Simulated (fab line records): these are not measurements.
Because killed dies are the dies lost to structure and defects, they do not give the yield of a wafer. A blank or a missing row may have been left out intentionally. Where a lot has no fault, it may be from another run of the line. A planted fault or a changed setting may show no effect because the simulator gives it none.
Matching of chambers || flow n5Finfet || N5_BEOL_M9_DESCUM_33 on rieDiel-06 has 4 sister chambers
The step chemistry O2, time 7 s. 7 wafers are shown with their chamber, then 8 later ones without.

WAFERS, EACH WITH ITS CHAMBER
{"wafer": "L081.1", "chamber": 0, "drypumpMotorCurrentA (A)": 5.1, "showerheadPlenumPTorr (Torr)": 1.98}
{"wafer": "L081.2", "chamber": 3, "drypumpMotorCurrentA (A)": 6.4, "showerheadPlenumPTorr (Torr)": 2.17}
{"wafer": "L081.3", "chamber": 1, "drypumpMotorCurrentA (A)": 6.6, "showerheadPlenumPTorr (Torr)": 2.20}
{"wafer": "L085.2", "chamber": 2, "drypumpMotorCurrentA (A)": 5.9, "showerheadPlenumPTorr (Torr)": 2.05}
{"wafer": "L085.3", "chamber": 3, "drypumpMotorCurrentA (A)": 6.5, "showerheadPlenumPTorr (Torr)": 2.16}
{"wafer": "L085.6", "chamber": 0, "drypumpMotorCurrentA (A)": 5.1, "showerheadPlenumPTorr (Torr)": 1.98}
{"wafer": "L089.1", "chamber": 1, "drypumpMotorCurrentA (A)": 6.6, "showerheadPlenumPTorr (Torr)": 2.19}

WAFERS WHOSE CHAMBER IS MISSING
{"wafer": "L089.5", "drypumpMotorCurrentA (A)": 6.6, "showerheadPlenumPTorr (Torr)": 2.19}
{"wafer": "L089.6", "drypumpMotorCurrentA (A)": 5.1, "showerheadPlenumPTorr (Torr)": 1.98}
{"wafer": "L096.1", "drypumpMotorCurrentA (A)": 6.5, "showerheadPlenumPTorr (Torr)": 2.16}
{"wafer": "L096.2", "drypumpMotorCurrentA (A)": 6.5, "showerheadPlenumPTorr (Torr)": 2.19}
{"wafer": "L096.3", "drypumpMotorCurrentA (A)": 5.9, "showerheadPlenumPTorr (Torr)": 2.04}
{"wafer": "L097.1", "drypumpMotorCurrentA (A)": 5.9, "showerheadPlenumPTorr (Torr)": 2.04}
{"wafer": "L097.4", "drypumpMotorCurrentA (A)": 6.6, "showerheadPlenumPTorr (Torr)": 2.19}
{"wafer": "L097.5", "drypumpMotorCurrentA (A)": 6.6, "showerheadPlenumPTorr (Torr)": 2.19}

CHAMBER TAKEN BY EACH
{"wafer": "L089.5", "from the rows above": 1, "in truth": 1}
{"wafer": "L089.6", "from the rows above": 0, "in truth": 0}
{"wafer": "L096.1", "from the rows above": 3, "in truth": 3}
{"wafer": "L096.2", "from the rows above": "can't be placed: 1 or 3", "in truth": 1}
{"wafer": "L096.3", "from the rows above": 2, "in truth": 2}
{"wafer": "L097.1", "from the rows above": 2, "in truth": 2}
{"wafer": "L097.4", "from the rows above": 1, "in truth": 1}
{"wafer": "L097.5", "from the rows above": 1, "in truth": 1}
Placed correctly: 7 of 8. Cannot be placed on the basis of these rows: 1; the candidates contain the true chamber in 1. Number placed wrongly: 0.
How it was worked out, from the rows above alone: a wafer's distance from a chamber is the root of the sum, over the readings, of the square of ((its reading less the chamber's mean) divided by the reading's scatter). If the next closest chamber is less than 2 further off than the closest, the wafer can't be placed; otherwise it belongs to the closest. For every chamber, the mean is computed from those of its wafers that are shown. The scatter is the square root of a quotient: the sum, over the shown wafers, of each reading's squared deviation from its chamber's mean, divided by wafers minus chambers.
